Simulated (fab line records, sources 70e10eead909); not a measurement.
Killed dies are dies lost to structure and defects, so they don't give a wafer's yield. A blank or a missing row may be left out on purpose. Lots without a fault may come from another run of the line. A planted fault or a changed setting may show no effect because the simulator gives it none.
A struck lot beside a sound one | flow nand_harc | 14 steps out of a route of 1302
Sound: wafers L969.1, L969.4, L969.5. Struck: wafer L980.2. (L980.5, L980.6 of the same lot were not struck and are left out.) The cause comes at the end.
At each step with rows: each side's tool, then ch and its chambers, then its first start. Under that, the readings that differ: sound wafers | struck wafers | difference of the means | sigmas: that difference in standard deviations of wafers without a fault.
alike: readings whose means differ by less than 2 such deviations, and words and numbers that are the same on both sides. not compared: withheld readings, readings that some wafer has no value for, bounds like >300 that may hide the same value, and numbers for which the record gives no deviation and whose values overlap.
The two part at a step that has a row with sigmas, a row that says differs or no value, or rows on one side only. Numbers that don't overlap but have no deviation are shown without sigmas and don't part them. A reading that every wafer of one side lacks parts them only if that side has two wafers or more.

first, 4 steps without rows for these wafers: NHARC_A_WL_FILL_STRIP_28 (strips in post etch residue remover, time 1200 s); NHARC_A_WL_FILL_PRECLEAN_06 (cleans in DIW, time 300 s); NHARC_A_WL_FILL_SRD_07; NHARC_A_WL_FILL_ANNEAL_08 (time 1800 s).
NHARC_A_WL_FILL_ALD_10: deposits SiO2, target thk 50 nm, pulse time 10 s, ald cycles 500.
  sound on ald_hk-03 ch 1,2,3, day 24 19:59; struck on ald_hk-03 ch 1, day 29 13:37
  alike: heater_power_w, precursor_pulse_height_rel
  not compared: since_wet_clean_h
NHARC_A_WL_FILL_ETCHBACK_16: etches the open film in C4F8/O2/Ar, target depth 120 nm, time 24 s.
  sound on rie_diel-07 ch 0,1,3; struck on rie_diel-03 ch 0
  alike: oes_product_au, rf_vpp_V
  not compared: rf_hours_counter_h
NHARC_A_WL_FILL_STRIP_29: strips in O2, time 20 s.
  sound on rie_diel-07 ch 0,1,3, day 25 00:44; struck on rie_diel-03 ch 1, day 29 16:48
  alike: drypump_motor_current_A, oes_product_au, rf_vpp_V, showerhead_plenum_p_Torr, throttle_valve_pct
  not compared: rf_hours_counter_h
NHARC_A_WL_FILL_ETCHBACK_17: etches the open film in Cl2/BCl3, target depth 4 nm, time 26.7 s.
  sound on rie_metal-02 ch 0,1, day 25 00:49; struck on rie_metal-03 ch 1, day 29 16:54
  alike: drypump_motor_current_A, oes_product_au
  not compared: rf_hours_counter_h
then, 3 steps without rows for these wafers: NHARC_A_WL_FILL_PRECLEAN_18 (cleans in dHF, time 30 s); NHARC_A_WL_FILL_SRD_21; NHARC_A_WL_FILL_CVD_23 (deposits poly-Si, target thk 40 nm, time 800 s).
NHARC_A_WL_FILL_ETCHBACK_26: etches the open film in HBr, target depth 52 nm, time 13.3 s.
  sound on rie_si-02 ch 0,2,3, day 25 06:11; struck on rie_si-02 ch 2, day 29 22:07
  reading               | sound             | struck | difference | sigmas
  oes_product_au (a.u.) | 0.984 1.002 1.003 | 0.824  | -0.172     | -24
  alike: drypump_motor_current_A, throttle_valve_pct
  not compared: rf_hours_counter_h
then, 2 steps without rows for these wafers: NHARC_A_WL_FILL_PRECLEAN_30 (cleans in dHF, time 10 s); NHARC_END_SORT_01.

WHERE THEY PART
Only at NHARC_A_WL_FILL_ETCHBACK_26, within this record.

WHY: what the simulator had put in
Process parameter drift: rie_si-02, from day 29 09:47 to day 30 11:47, at NHARC_A_WL_FILL_ETCHBACK_26. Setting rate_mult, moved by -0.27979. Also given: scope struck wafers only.
